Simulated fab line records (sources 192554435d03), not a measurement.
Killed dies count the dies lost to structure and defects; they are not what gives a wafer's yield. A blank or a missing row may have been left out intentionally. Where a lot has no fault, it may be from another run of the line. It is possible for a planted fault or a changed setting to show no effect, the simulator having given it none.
fab line records	flow n5Finfet
[record] lots = 7	wafers = 21
route steps=1938 shown WELL_APT@21 PMOS_HMC_CHANNEL_EPI@63 FIN_CUT@173 SD_EPI_N@268 SD_EPI_P@321 SD_ACTIVATION@330
startH: start of the lot's first displayed wafer, in hours after the record's first day	waitH: how many hours have passed since the lot's step before this one	" the same as in the row above	L1.1+2: a row that stands for several wafers	- either no value or no given start	* or withheld: withheld	< > ~ a bound
route shown NAME@n: names a module that has steps shown in the file, with the first one's number in the route	usual: mean/standard deviation of fault-free wafers	same: alike in all rows	chamber/n: place in a boat	sites: per-site readings	_std_site: how widely they spread, as a standard deviation	_edge_site: inner sites' mean taken away from outer sites' mean	radiusMm: how far each site lies from the wafer's centre	mask NAME#n: copy n	behind: tool/chamber where the wafer was last shaped	hold: reason for holding the lot/hours on hold/outcome of the hold	device: which transistor (n, p or np) failed to switch	end of line: the tests these same wafers got at the end of their route	a step without rows: its recipe alone	killed: at the first sort, the dies lost to defects and structure; wafer yield is something else	map: the dies of a wafer, with x for killed, . for not killed, _ for no die there
set.NAME: the run value of the setting; set.NAME@STEP: its run value at that earlier step	model.NAME: the simulator's own value behind a step, which no gauge read
lots run with intentionally changed settings; tables by step, rows by wafer
[[steps]]
[step N5_WELL_APT_COAT_02]
[recipe] spinRpm = 1357	resistThkNm = 950
lot.wafer	tool	chamber	startH	waitH	set.spinRpm	model.coat_of_WELL_APT_COAT_02.thkNm
L074.1	lithoTrack-03	0	-	-	1357	954.4
L074.3	"	0	"	"	1357	951.7
L074.6	"	0	"	"	1236	999.6
L078.3	lithoTrack-04	0	-	-	1357	952.3
L078.4	"	0	"	"	1357	952.8
L078.6	"	0	"	"	1357	954.7
L081.1	lithoTrack-02	0	-	-	1246	990.2
L081.4	"	0	"	"	1246	986.9
L081.6	"	0	"	"	1357	949
L084.2	lithoTrack-02	0	-	-	1417	929.9
L084.3	"	0	"	"	1417	932.1
L084.5	"	0	"	"	1357	948.5
L087.4	lithoTrack-03	0	-	-	1357	953.3
L087.5	"	0	"	"	1357	951.1
L087.6	"	0	"	"	1357	952.9
L092.3	lithoTrack-02	0	-	-	1440	920.5
L092.5	"	0	"	"	1440	925.1
L092.6	"	0	"	"	1357	950.1
L093.1	lithoTrack-04	0	-	-	1357	951.7
L093.2	"	0	"	"	1357	950.8
L093.6	"	0	"	"	1357	951.2
[step N5_PMOS_HMC_CHANNEL_EPI_PEB_07]
[recipe] pebTempC = 110	pebTimeS = 60	resist = CAR-ArF-block
lot.wafer	tool	chamber	startH	waitH	set.pebTempC
L074.1+6	lithoTrack-05	0	17.34	0.1	113.1
L074.3	"	0	"	"	110
L078.3+4+6	lithoTrack-02	0	41.19	0.0	110
L081.1+6	lithoTrack-01	0	59.79	0.1	113.2
L081.4	"	0	"	"	110
L084.2+3+5	lithoTrack-01	0	77.56	0.0	110
L087.4+5+6	lithoTrack-05	0	95.40	0.0	110
L092.3+5	lithoTrack-05	0	124.84	0.0	110
L092.6	"	0	"	"	111.4
L093.1+6	lithoTrack-02	0	131.40	0.1	108.9
L093.2	"	0	"	"	110
[step N5_PMOS_HMC_CHANNEL_EPI_DEVELOP_08]
[recipe] developTimeS = 30	developer = TMAH	resist = CAR-ArF-block	devTempC = 23	rinseLiquid = diw	dry = airSpin
[step N5_PMOS_HMC_CHANNEL_EPI_CD_MEAS_09]
[recipe] targetCdNm = 237.4	landingEnergyEv = 500	detector = seInlens
[usual] cdNm = 237.3/0.98
lot.wafer	tool	chamber	startH	waitH	set.pebTempC@PMOS_HMC_CHANNEL_EPI_PEB_07	cdNm
L074.1	cdSem-03	0	17.41	-	113.1	245.8
L074.3	"	0	"	"	110	237.5
L074.6	"	0	"	"	113.1	246.4
L078.3	cdSem-03	0	41.26	-	110	238.0
L078.4	"	0	"	"	110	238.2
L078.6	"	0	"	"	110	239.3
L081.1	cdSem-03	0	59.86	-	113.2	245.7
L081.4	"	0	"	"	110	237.7
L081.6	"	0	"	"	113.2	244.8
L084.2	cdSem-02	0	77.62	-	110	238.1
L084.3	"	0	"	"	110	236.9
L084.5	"	0	"	"	110	236.1
L087.4	cdSem-01	0	95.47	-	110	237.1
L087.5	"	0	"	"	110	238.3
L087.6	"	0	"	"	110	236.9
L092.3	cdSem-01	0	124.90	-	110	236.7
L092.5	"	0	"	"	110	236.2
L092.6	"	0	"	"	111.4	240.2
L093.1	cdSem-03	0	131.47	-	108.9	235.4
L093.2	"	0	"	"	110	237.7
L093.6	"	0	"	"	108.9	233.9
[step N5_PMOS_HMC_CHANNEL_EPI_DESCUM_14]
[recipe] chemistry = O2	timeS = 7.9	sourcePowerW = 50	biasPowerW = 20	pressureMtorr = 20	rfFrequencyHz = 2.712e+07	tempC = 40	resist = CAR-ArF-block	o2FlowSccm = 225
lot.wafer	tool	chamber	startH	waitH	set.timeS	set.pebTempC@PMOS_HMC_CHANNEL_EPI_PEB_07	model.PMOS_HMC_CHANNEL_EPI.cdNm
L074.1	rieDiel-02	0	17.81	0.3	8.669	113.1	245.8
L074.3	"	3	"	"	7.9	110	237.5
L074.6	"	3	"	"	7.9	113.1	246.3
L078.3	rieDiel-02	2	41.56	0.3	7.9	110	238
L078.4	"	0	"	"	7.9	110	238.4
L078.6	"	3	"	"	7.9	110	238.9
L081.1	rieDiel-06	1	59.94	0.0	7.9	113.2	245.6
L081.4	"	3	"	"	7.9	110	237.8
L081.6	"	1	"	"	7.9	113.2	245
L084.2	rieDiel-06	2	77.71	0.0	7.9	110	238.1
L084.3	"	0	"	"	7.9	110	237
L084.5	"	1	"	"	7.9	110	236.5
L087.4	rieDiel-02	2	95.55	0.0	7.9	110	237.5
L087.5	"	3	"	"	7.9	110	238.2
L087.6	"	0	"	"	7.9	110	236.9
L092.3+5	rieDiel-05	3	124.99	0.0	9.33	110	236.7
L092.6	"	0	"	"	7.9	111.4	240.2
L093.1	rieDiel-02	1	131.56	0.0	6.885	108.9	235.1
L093.2	"	3	"	"	6.885	110	237.4
L093.6	"	2	"	"	7.9	108.9	233.7
[step N5_PMOS_HMC_CHANNEL_EPI_ETCH_32]
[recipe] chemistry = N2/H2	target = BARC	stopOn = SiO2	targetDepthA = 858	overEtchFrac = 0.3	timeS = 50.3	ionEnergyEv = 200	maskMaterial = CAR-ArF-block	pressureMtorr = 30	sourceW = 840	biasW = 150	n2FlowSccm = 200	h2FlowSccm = 200
lot.wafer	tool	chamber	startH	waitH	set.pebTempC@PMOS_HMC_CHANNEL_EPI_PEB_07	model.PMOS_HMC_CHANNEL_EPI.cdNm
L074.1	rieDiel-02	0	17.84	0.0	113.1	248.2
L074.3	"	3	"	"	110	240.4
L074.6	"	3	"	"	113.1	248.3
L078.3	rieDiel-02	2	41.60	0.0	110	240.3
L078.4	"	0	"	"	110	240.8
L078.6	"	3	"	"	110	241.7
L081.1	rieDiel-06	1	59.98	0.0	113.2	248.2
L081.4	"	3	"	"	110	241
L081.6	"	1	"	"	113.2	247.3
L084.2	rieDiel-06	2	77.75	0.0	110	242.2
L084.3	"	0	"	"	110	240.3
L084.5	"	1	"	"	110	238.8
L087.4	rieDiel-02	2	95.59	0.0	110	240.4
L087.5	"	3	"	"	110	240.7
L087.6	"	0	"	"	110	239.7
L092.3	rieDiel-05	3	125.02	0.0	110	238.2
L092.5	"	3	"	"	110	238.3
L092.6	"	0	"	"	111.4	242.5
L093.1	rieDiel-02	1	131.59	0.0	108.9	237.6
L093.2	"	3	"	"	110	240.5
L093.6	"	2	"	"	108.9	236.1
[step N5_FIN_CUT_CUT_ETCH_26]
[recipe] chemistry = CH3F/O2	target = SiNx	targetDepthA = 390	maskMaterial = SOC	timeS = 55.7	pressureMtorr = 30	sourceW = 395	biasW = 73	Ar_flow_sccm = 150	CH3F_flow_sccm = 30	O2_flow_sccm = 20	ionEnergyEv = 120
lot.wafer	tool	chamber	startH	waitH	set.timeS	model.etch.depthNm	model.SOC_of_FIN_CUT_COAT_18.thkNm
L074.1	rieDiel-05	2	27.60	0.0	55.7	40.84	210
L074.3	"	0	"	"	47.85	34.15	213.2
L074.6	"	2	"	"	55.7	40.44	210.8
L078.3	rieDiel-02	0	51.78	0.0	55.7	38.45	212.2
L078.4	"	3	"	"	55.7	39.85	211
L078.6	"	3	"	"	55.7	40.05	211.6
L081.1	rieDiel-06	3	70.46	0.0	45.93	31.17	214.6
L081.4	"	0	"	"	45.93	32.57	214.6
L081.6	"	2	"	"	55.7	38.63	211.2
L084.2	rieDiel-05	1	89.04	0.0	55.7	40.28	211
L084.3	"	0	"	"	48.45	34.72	213.4
L084.5	"	3	"	"	48.45	33.15	214.2
L087.4	rieDiel-02	2	107.71	0.0	55.7	39.43	211.4
L087.5	"	0	"	"	55.7	38.55	211.8
L087.6	"	3	"	"	55.7	40.12	210.8
L092.3	rieDiel-05	3	136.14	0.0	55.7	37.88	212
L092.5	"	1	"	"	59.37	41.84	209.6
L092.6	"	2	"	"	55.7	39.4	211.2
L093.1	rieDiel-06	0	141.68	0.0	55.7	39.15	211.4
L093.2	"	1	"	"	50.06	35.07	213
L093.6	"	3	"	"	55.7	37.76	211.8
[step N5_SD_EPI_N_PEB_07]
[recipe] pebTempC = 110	pebTimeS = 60	resist = CAR-ArF-block
lot.wafer	tool	chamber	startH	waitH	set.pebTimeS
L074.1+6	lithoTrack-02	0	50.70	0.1	60
L074.3	"	0	"	"	55.94
L078.3+6	lithoTrack-02	0	72.61	0.0	60
L078.4	"	0	"	"	50.49
L081.1	lithoTrack-04	0	90.98	0.1	64.84
L081.4+6	"	0	"	"	60
L084.2	lithoTrack-02	0	111.91	0.0	60
L084.3+5	"	0	"	"	50.74
L087.4+5+6	lithoTrack-02	0	128.33	0.0	60
L092.3+5	lithoTrack-03	0	157.12	0.0	46.57
L092.6	"	0	"	"	60
L093.1+2+6	lithoTrack-03	0	162.50	0.1	60
[step N5_SD_EPI_N_DEVELOP_08]
[recipe] developTimeS = 30	developer = TMAH	resist = CAR-ArF-block	devTempC = 23	rinseLiquid = diw	dry = airSpin
[step N5_SD_EPI_N_CD_MEAS_09]
[recipe] targetCdNm = 120	landingEnergyEv = 500	detector = seInlens
[usual] cdNm = 120.0/0.72
lot.wafer	tool	chamber	startH	waitH	set.pebTimeS@SD_EPI_N_PEB_07	cdNm
L074.1	cdSem-03	0	50.77	-	60	119.9
L074.3	"	0	"	"	55.94	116.2
L074.6	"	0	"	"	60	120.8
L078.3	cdSem-02	0	72.68	-	60	120.5
L078.4	"	0	"	"	50.49	113.6
L078.6	"	0	"	"	60	120.0
L081.1	cdSem-02	0	91.05	-	64.84	123.8
L081.4	"	0	"	"	60	119.7
L081.6	"	0	"	"	60	119.4
L084.2	cdSem-01	0	111.97	-	60	120.1
L084.3	"	0	"	"	50.74	114.0
L084.5	"	0	"	"	50.74	113.8
L087.4	cdSem-01	0	128.39	-	60	121.5
L087.5	"	0	"	"	60	119.5
L087.6	"	0	"	"	60	121.2
L092.3	cdSem-03	0	157.19	-	46.57	111.0
L092.5	"	0	"	"	46.57	110.4
L092.6	"	0	"	"	60	119.1
L093.1	cdSem-02	0	162.57	-	60	119.7
L093.2	"	0	"	"	60	120.2
L093.6	"	0	"	"	60	120.2
[step N5_SD_EPI_N_DESCUM_14]
[recipe] chemistry = O2	timeS = 7.9	sourcePowerW = 50	biasPowerW = 20	pressureMtorr = 20	rfFrequencyHz = 2.712e+07	tempC = 40	resist = CAR-ArF-block	o2FlowSccm = 225
lot.wafer	tool	chamber	startH	waitH	set.pebTimeS@SD_EPI_N_PEB_07	model.SD_EPI_N.cdNm
L074.1	rieDiel-01	2	50.86	0.0	60	119.8
L074.3	"	1	"	"	55.94	116.4
L074.6	"	0	"	"	60	120.8
L078.3	rieDiel-04	2	72.77	0.0	60	120.4
L078.4	"	3	"	"	50.49	113.8
L078.6	"	3	"	"	60	120
L081.1	rieDiel-03	3	91.14	0.0	64.84	124
L081.4	"	0	"	"	60	119.8
L081.6	"	2	"	"	60	119.6
L084.2	rieDiel-01	2	112.28	0.2	60	120.2
L084.3+5	"	3,1	"	"	50.74	114.2
L087.4	rieDiel-04	1	128.50	0.0	60	121.8
L087.5	"	0	"	"	60	119.8
L087.6	"	2	"	"	60	121.4
L092.3	rieDiel-03	2	157.28	0.0	46.57	110.8
L092.5	"	2	"	"	46.57	110.2
L092.6	"	1	"	"	60	119
L093.1	rieDiel-04	3	162.66	0.0	60	120
L093.2+6	"	2,3	"	"	60	120.2
[step N5_SD_EPI_N_ETCH_34]
[recipe] chemistry = CF4	target = SiARC	targetDepthA = 455	maskMaterial = CAR-ArF-block	timeS = 75.8	ionEnergyEv = 80	pressureMtorr = 40	sourceW = 545	biasW = 36	Ar_flow_sccm = 100	cf4FlowSccm = 100	ends = cleared
lot.wafer	tool	chamber	startH	waitH	set.pebTimeS@SD_EPI_N_PEB_07	model.SD_EPI_N.cdNm
L074.1	rieDiel-01	2	50.89	0.0	60	120.2
L074.3	"	1	"	"	55.94	116.4
L074.6	"	0	"	"	60	120.6
L078.3	rieDiel-04	2	72.80	0.0	60	120.6
L078.4	"	3	"	"	50.49	113.8
L078.6	"	3	"	"	60	120.2
L081.1	rieDiel-03	3	91.17	0.0	64.84	124
L081.4	"	0	"	"	60	120
L081.6	"	2	"	"	60	119.6
L084.2	rieDiel-01	2	112.31	0.0	60	120.4
L084.3+5	"	3,1	"	"	50.74	114.2
L087.4	rieDiel-04	1	128.54	0.0	60	122.2
L087.5	"	0	"	"	60	119.8
L087.6	"	2	"	"	60	121.4
L092.3	rieDiel-03	2	157.31	0.0	46.57	110.6
L092.5	"	2	"	"	46.57	110
L092.6	"	1	"	"	60	119
L093.1	rieDiel-04	3	162.69	0.0	60	120
L093.2	"	2	"	"	60	120.2
L093.6	"	3	"	"	60	120.4
[step N5_SD_EPI_N_ETCH_35]
[recipe] chemistry = N2/H2	target = SOC	overetchA = 1080	maskMaterial = SiARC	tempC = 40	ionEnergyEv = 100	sourceW = 3000	biasW = 133	pressureMtorr = 20	timeS = 486	n2FlowSccm = 200	h2FlowSccm = 200
[usual] rfVppV = 240.7/1.5
lot.wafer	tool	chamber	startH	waitH	set.sourceW	rfVppV	model.SiARC_of_SD_EPI_N_COAT_33.thkNm
L074.1	rieDiel-01	2	50.95	0.0	3335	231.6	18.8
L074.3	"	1	"	"	3335	233.2	18.8
L074.6	"	0	"	"	3000	241.1	20.2
L078.3	rieDiel-04	2	72.86	0.0	3000	241.4	20.2
L078.4	"	3	"	"	3000	239.2	19.4
L078.6	"	3	"	"	3000	240.1	19.6
L081.1	rieDiel-03	3	91.23	0.0	3000	243.1	20.4
L081.4	"	0	"	"	3000	238.7	19.8
L081.6	"	2	"	"	3000	239.0	19.4
L084.2	rieDiel-01	2	112.37	0.0	3000	236.9	19.8
L084.3	"	3	"	"	3000	241.1	19.4
L084.5	"	1	"	"	3000	240.5	19.8
L087.4	rieDiel-04	1	128.73	0.2	3000	239.5	19.4
L087.5	"	0	"	"	3000	239.3	19.8
L087.6	"	2	"	"	3000	243.0	20.4
L092.3	rieDiel-03	2	157.37	0.0	3000	239.6	19.2
L092.5	"	2	"	"	3000	239.6	19.2
L092.6	"	1	"	"	3000	243.0	19
L093.1	rieDiel-04	3	162.75	0.0	3000	242.0	19.6
L093.2	"	2	"	"	2566	253.8	22
L093.6	"	3	"	"	3000	243.6	19.8
[step N5_SD_EPI_N_STRIP_36]
[recipe] chemistry = N2/H2	tempC = 40	n2FlowSccm = 200	h2FlowSccm = 200	rfFrequencyHz = 6e+07
[step N5_SD_EPI_N_ETCHBACK_44]
[recipe] chemistry = CH3F/O2	mode = anisotropicEtchback	target = SiNx	targetDepthA = 145	stopOn = SiO2	overEtchFrac = 0.3	ionEnergyEv = 120	pressureMtorr = 30	sourceW = 395	biasW = 73	Ar_flow_sccm = 150	CH3F_flow_sccm = 30	O2_flow_sccm = 20
lot.wafer	tool	chamber	startH	waitH	set.pebTimeS@SD_EPI_N_PEB_07	model.SD_EPI_N.cdNm
L074.1	rieDiel-01	2	51.27	0.0	60	121.6
L074.3	"	1	"	"	55.94	119.2
L074.6	"	0	"	"	60	119
L078.3	rieDiel-04	2	73.18	0.0	60	122.2
L078.4	"	3	"	"	50.49	113.2
L078.6	"	3	"	"	60	119.8
L081.1	rieDiel-03	3	91.55	0.0	64.84	124
L081.4	"	0	"	"	60	120.2
L081.6	"	2	"	"	60	121
L084.2	rieDiel-01	2	112.69	0.0	60	121
L084.3	"	3	"	"	50.74	113.8
L084.5	"	1	"	"	50.74	114.2
L087.4	rieDiel-04	1	128.94	0.1	60	123
L087.5	"	0	"	"	60	120.4
L087.6	"	2	"	"	60	121.6
L092.3	rieDiel-03	2	157.69	0.0	46.57	111.8
L092.5	"	2	"	"	46.57	111.4
L092.6	"	1	"	"	60	120.2
L093.1+6	rieDiel-04	3	163.07	0.0	60	119.6
L093.2	"	2	"	"	60	119.8
[step N5_SD_EPI_P_EPI_21]
[recipe] material = SiGe:B	dopant = B	tempC = 550	pressureTorr = 20	ambient = H2	timeS = 355
lot.wafer	tool	chamber	startH	waitH	set.epiGrowthTimeS	model.SiGe-B_of_SD_EPI_P_EPI_21.thkNm
L074.1	epiRpcvd-04	0	57.82	0.1	355	60.4
L074.3	"	0	"	"	355	60.2
L074.6	"	0	59.62	1.8	317.8	56.4
L078.3	epiRpcvd-03	0	79.23	0.8	371.5	62.6
L078.4+6	"	0	"	"	355	60.6
L081.1	epiRpcvd-04	0	98.76	0.1	355	60
L081.4	"	0	99.84	1.1	355	60.2
L081.6	"	0	"	"	366.8	62.2
L084.2	epiRpcvd-01	0	119.27	0.6	355	61.8
L084.3	"	0	"	"	355	62.6
L084.5	"	0	"	"	328.1	58.8
L087.4+5	epiRpcvd-03	0	137.04	1.1	355	61.8
L087.6	"	0	"	"	355	61.6
L092.3	epiRpcvd-01	0	164.29	1.1	376.6	64.4
L092.5	"	0	"	"	355	61.4
L092.6	"	0	"	"	355	61.6
L093.1+2	epiRpcvd-01	0	169.08	0.2	355	61.4
L093.6	"	0	171.48	2.4	380.9	64
[step N5_SD_EPI_P_EPI_MEAS_23]
[recipe] mode = xrd
[usual] thkNm = 61.0/1.2
lot.wafer	tool	chamber	startH	waitH	set.epiGrowthTimeS@SD_EPI_P_EPI_21	thkNm
L074.1	filmMetro-02	-	60.01	1.8	355	59.9
L074.3	"	-	"	"	355	58.9
L074.6	"	-	"	"	317.8	57.2
L078.3	filmMetro-01	-	80.71	1.1	371.5	63.0
L078.4	"	-	"	"	355	61.2
L078.6	"	-	"	"	355	61.5
L081.1	filmMetro-01	-	100.95	1.8	355	60.9
L081.4	"	-	"	"	355	61.3
L081.6	"	-	"	"	366.8	60.8
L084.2	filmMetro-02	-	121.71	2.0	355	61.3
L084.3	"	-	"	"	355	61.7
L084.5	"	-	"	"	328.1	58.0
L087.4	filmMetro-02	-	138.16	0.8	355	62.0
L087.5	"	-	"	"	355	61.5
L087.6	"	-	"	"	355	61.3
L092.3	filmMetro-01	-	166.25	1.5	376.6	63.7
L092.5	"	-	"	"	355	60.2
L092.6	"	-	"	"	355	62.2
L093.1	filmMetro-02	-	171.99	2.4	355	62.2
L093.2	"	-	"	"	355	62.0
L093.6	"	-	"	"	380.9	63.8
[step N5_SD_EPI_P_HM_STRIP_48]
[recipe] chemistry = H3PO4	tempC = 160	material = SiNx	target = SiNx	targetDepthA = 30	overetchFraction = 0.3
lot.wafer	tool	chamber	startH	waitH	set.epiGrowthTimeS@SD_EPI_P_EPI_21	model.SiGe-B_of_SD_EPI_P_EPI_21.thkNm
L074.1	wetBench-04	0	60.05	0.0	355	60.2
L074.3	"	4	"	"	355	60
L074.6	"	6	"	"	317.8	56.2
L078.3	wetBench-01	4	80.74	0.0	371.5	62.4
L078.4+6	"	1,5	"	"	355	60.2
L081.1	wetBench-04	3	100.99	0.0	355	59.8
L081.4	"	1	"	"	355	60
L081.6	"	4	"	"	366.8	61.8
L084.2	wetBench-04	2	121.74	0.0	355	61.6
L084.3	"	6	"	"	355	62.4
L084.5	"	7	"	"	328.1	58.4
L087.4	wetBench-04	7	138.19	0.0	355	61.6
L087.5+6	"	4,2	"	"	355	61.4
L092.3	wetBench-04	4	166.28	0.0	376.6	64.2
L092.5	"	5	"	"	355	61
L092.6	"	3	"	"	355	61.4
L093.1+2	wetBench-01	6,7	172.03	0.0	355	61
L093.6	"	0	"	"	380.9	63.6
[step N5_SD_EPI_P_SRD_49]
[recipe] dry = ipaMarangoni	timeS = 30	tempC = 23	rinseLiquid = diw
[step N5_SD_EPI_P_PRECLEAN_24]
[recipe] chemistry = O3/DIW	timeS = 45	tempC = 22	o3Ppm = 10
[step N5_SD_ACTIVATION_RTA_00]
[recipe] tempC = 975	timeS = 0	ambient = N2	idleTempC = 600	rampUpCPerS = 150	rampDownCPerS = 60	coolToC = 600
[step N5_SD_ACTIVATION_LSA_01]
[recipe] tempC = 1080	timeS = 0.0008	ambient = N2
[step N5_SD_ACTIVATION_RS_MEAS_03]
[recipe] thkMeasGauge = four-point-probe
[usual] RS_SD_N = 21.82/0.28	RS_SD_P = 56.0/0.91
lot.wafer	tool	chamber	startH	waitH	set.epiGrowthTimeS@SD_EPI_P_EPI_21	RS_SD_N[ohm/sq]	RS_SD_P[ohm/sq]
L074.1	filmMetro-01	-	60.90	0.2	355	22.36	55.8
L074.3	"	-	"	"	355	22.00	56.7
L074.6	"	-	"	"	317.8	22.00	60.5
L078.3	filmMetro-01	-	81.35	0.2	371.5	21.40	54.2
L078.4	"	-	"	"	355	21.52	56.4
L078.6	"	-	"	"	355	21.73	56.4
L081.1	filmMetro-01	-	101.59	0.2	355	22.00	57.5
L081.4	"	-	"	"	355	22.02	56.0
L081.6	"	-	"	"	366.8	22.34	55.0
L084.2	filmMetro-01	-	122.33	0.2	355	21.78	55.3
L084.3	"	-	"	"	355	21.97	55.0
L084.5	"	-	"	"	328.1	21.85	58.8
L087.4	filmMetro-02	-	138.82	0.1	355	21.48	55.3
L087.5	"	-	"	"	355	21.23	55.8
L087.6	"	-	"	"	355	21.59	55.9
L092.3	filmMetro-01	-	166.89	0.2	376.6	21.77	52.5
L092.5	"	-	"	"	355	21.80	54.9
L092.6	"	-	"	"	355	22.14	54.2
L093.1	filmMetro-02	-	172.63	0.2	355	22.18	55.2
L093.2	"	-	"	"	355	21.97	54.8
L093.6	"	-	"	"	380.9	21.83	52.3
[[key]]
[split] step = N5_WELL_APT_COAT_02	setting = spinRpm	stated = 1357	by = wafer
[response] step = N5_WELL_APT_COAT_02	reading = model.coat_of_WELL_APT_COAT_02.thkNm	change = -4.83	per = 1%	r = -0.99
[split] step = N5_PMOS_HMC_CHANNEL_EPI_PEB_07	setting = pebTempC	stated = 110	by = wafer
[response] step = N5_PMOS_HMC_CHANNEL_EPI_CD_MEAS_09	reading = cdNm	change = +2.87	per = 1%	r = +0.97
[response] step = N5_PMOS_HMC_CHANNEL_EPI_DESCUM_14	reading = model.PMOS_HMC_CHANNEL_EPI.cdNm	change = +2.82	per = 1%	r = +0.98
[response] step = N5_PMOS_HMC_CHANNEL_EPI_ETCH_32	reading = model.PMOS_HMC_CHANNEL_EPI.cdNm	change = +2.67	per = 1%	r = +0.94
[split] step = N5_PMOS_HMC_CHANNEL_EPI_DESCUM_14	setting = timeS	stated = 7.9	by = wafer
response none clear
[split] step = N5_FIN_CUT_CUT_ETCH_26	setting = timeS	stated = 55.7	by = wafer
[response] step = N5_FIN_CUT_CUT_ETCH_26	reading = model.etch.depthNm	change = +0.423	per = 1%	r = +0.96
[response] step = N5_FIN_CUT_CUT_ETCH_26	reading = model.SOC_of_FIN_CUT_COAT_18.thkNm	change = -0.198	per = 1%	r = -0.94
[split] step = N5_SD_EPI_N_PEB_07	setting = pebTimeS	stated = 60	by = wafer
[response] step = N5_SD_EPI_N_CD_MEAS_09	reading = cdNm	change = +0.411	per = 1%	r = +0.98
[response] step = N5_SD_EPI_N_DESCUM_14	reading = model.SD_EPI_N.cdNm	change = +0.404	per = 1%	r = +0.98
[response] step = N5_SD_EPI_N_ETCH_34	reading = model.SD_EPI_N.cdNm	change = +0.414	per = 1%	r = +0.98
[response] step = N5_SD_EPI_N_ETCHBACK_44	reading = model.SD_EPI_N.cdNm	change = +0.417	per = 1%	r = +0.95
[split] step = N5_SD_EPI_N_ETCH_35	setting = sourceW	stated = 3000	by = wafer
[response] step = N5_SD_EPI_N_ETCH_35	reading = rfVppV	change = -0.768	per = 1%	r = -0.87
[response] step = N5_SD_EPI_N_ETCH_35	reading = model.SiARC_of_SD_EPI_N_COAT_33.thkNm	change = -0.146	per = 1%	r = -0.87
[split] step = N5_SD_EPI_P_EPI_21	setting = epiGrowthTimeS	stated = 355	by = wafer
[response] step = N5_SD_EPI_P_EPI_21	reading = model.SiGe-B_of_SD_EPI_P_EPI_21.thkNm	change = +0.412	per = 1%	r = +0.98
[response] step = N5_SD_EPI_P_EPI_MEAS_23	reading = thkNm	change = *	per = 1%	r = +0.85
[response] step = N5_SD_EPI_P_HM_STRIP_48	reading = model.SiGe-B_of_SD_EPI_P_EPI_21.thkNm	change = +0.42	per = 1%	r = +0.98
[response] step = N5_SD_ACTIVATION_RS_MEAS_03	reading = RS_SD_P	change = -0.417	per = 1%	r = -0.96
